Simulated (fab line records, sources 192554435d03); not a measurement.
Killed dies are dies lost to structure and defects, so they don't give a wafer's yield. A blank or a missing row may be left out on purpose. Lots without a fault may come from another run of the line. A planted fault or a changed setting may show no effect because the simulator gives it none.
Split-lot experiment | flow n5_finfet | 7 lots, 21 wafers read, on a route of 1938 steps

THE SPLIT
At N5_BEOL_M11_ILD_DEP_00 (deposits SiCOH lowk from DEMS/porogen, target thk 308.51 nm, time 58 s), the setting time_s was moved away from the recipe's 58 s on 7 of the 21 wafers read, by -13.0% to +8.1%. The other wafers ran this setting at the recipe's value.

FROM THE SPLIT TO THE READING: what the file shows between them, 1 step
- N5_BEOL_M11_CURE_71: cures SiCOH lowk, time 240 s

THE READING
M11_ILD_THK, in nm, at N5_BEOL_M11_THK_MEAS_01. Fault-free wafers of this fab line usually give 268 nm, standard deviation 3.3 nm.

wafer  | tool, chamber at the split | time_s as run, s | against the recipe | M11_ILD_THK, nm | against lot-mates on the recipe
L077.2 | pecvd-03, 1                | 58               | recipe             | 265             | -
L077.3 | pecvd-03, 2                | 58               | recipe             | 263             | -
L077.6 | pecvd-03, 0                | 58               | recipe             | 269             | -
L075.3 | pecvd-04, 0                | 58               | recipe             | 267             | -
L075.5 | pecvd-04, 0                | 58               | recipe             | 267             | -
L075.6 | pecvd-04, 2                | 50.45            | -13.0%             | 234             | -33
L079.1 | pecvd-01, 0                | 62.69            | +8.1%              | 285             | +17
L079.3 | pecvd-01, 2                | 62.69            | +8.1%              | 288             | +20
L079.6 | pecvd-01, 0                | 58               | recipe             | 268             | -
L085.2 | pecvd-03, 0                | 60.71            | +4.7%              | 284             | +10
L085.5 | pecvd-03, 1                | 58               | recipe             | 274             | -
L085.6 | pecvd-03, 2                | 60.71            | +4.7%              | 287             | +13
L091.1 | pecvd-01, 2                | 61.89            | +6.7%              | 284             | +17
L091.4 | pecvd-01, 1                | 58               | recipe             | 267             | -
L091.6 | pecvd-01, 2                | 61.89            | +6.7%              | 289             | +22
L089.3 | pecvd-04, 1                | 58               | recipe             | 265             | -
L089.4 | pecvd-04, 2                | 58               | recipe             | 271             | -
L089.6 | pecvd-04, 0                | 58               | recipe             | 270             | -
L096.1 | pecvd-01, 1                | 58               | recipe             | 263             | -
L096.5 | pecvd-01, 1                | 58               | recipe             | 267             | -
L096.6 | pecvd-01, 0                | 58               | recipe             | 268             | -

THE FIT
A straight line over all 21 wafers: M11_ILD_THK changes by +2.66 nm for each +1% of time_s; r = +0.96; the points scatter about the line by 3.4 nm.
The same after taking each lot's own level away (the mean of its wafers on the recipe; 21 wafers): +2.53 nm for each +1%; r = +0.98; scatter 2.2 nm.
On that fit, the largest move of time_s shifts the reading by 33 nm.
The lots' own levels span 265.7 to 274.0 nm, that is 2.5 times the standard deviation above.
So the lot-to-lot level changes the slope little: the two slopes agree.
Check: with one of the wafers moved furthest among these (-13.0%) left out of the fit, the line predicts -32.8 nm for it against its lot-mates. It came out at -33 nm against them.

OTHER SPLITS ON THESE WAFERS
These wafers also went through other splits before the reading. Each is held against what the fit with the lots' levels taken away leaves over:
other split on the same wafers   | wafers away from the commonest value | r with M11_ILD_THK (lot level and that fit taken away)
N5_BEOL_M9_COAT_60 spin_rpm      | 4                                    | +0.11
N5_BEOL_M9_CMP_52 down_force_psi | 7                                    | -0.41

THE WHOLE CHAIN: every reading that the file lists as answering this split, in the file's order
step                    | what it does                                                           | reading                                                                                   | change (the file's fit)              | r (the file's)
N5_BEOL_M11_ILD_DEP_00  | deposits SiCOH lowk from DEMS/porogen, target thk 308.51 nm, time 58 s | SiCOH_lowk_of_BEOL_M11_ILD_DEP_00.thk_nm (the simulator's own value, which no gauge read) | +2.86 nm for each +1% of the setting | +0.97
N5_BEOL_M11_CURE_71     | cures SiCOH lowk, time 240 s                                           | SiCOH_lowk_of_BEOL_M11_ILD_DEP_00.thk_nm (the simulator's own value, which no gauge read) | +2.53 nm for each +1% of the setting | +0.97
N5_BEOL_M11_THK_MEAS_01 |                                                                        | M11_ILD_THK                                                                               | +2.52 for each +1% of the setting    | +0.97

THE FILE'S OWN FIT
M11_ILD_THK changes by +2.52 nm for each +1% of time_s, r = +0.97.
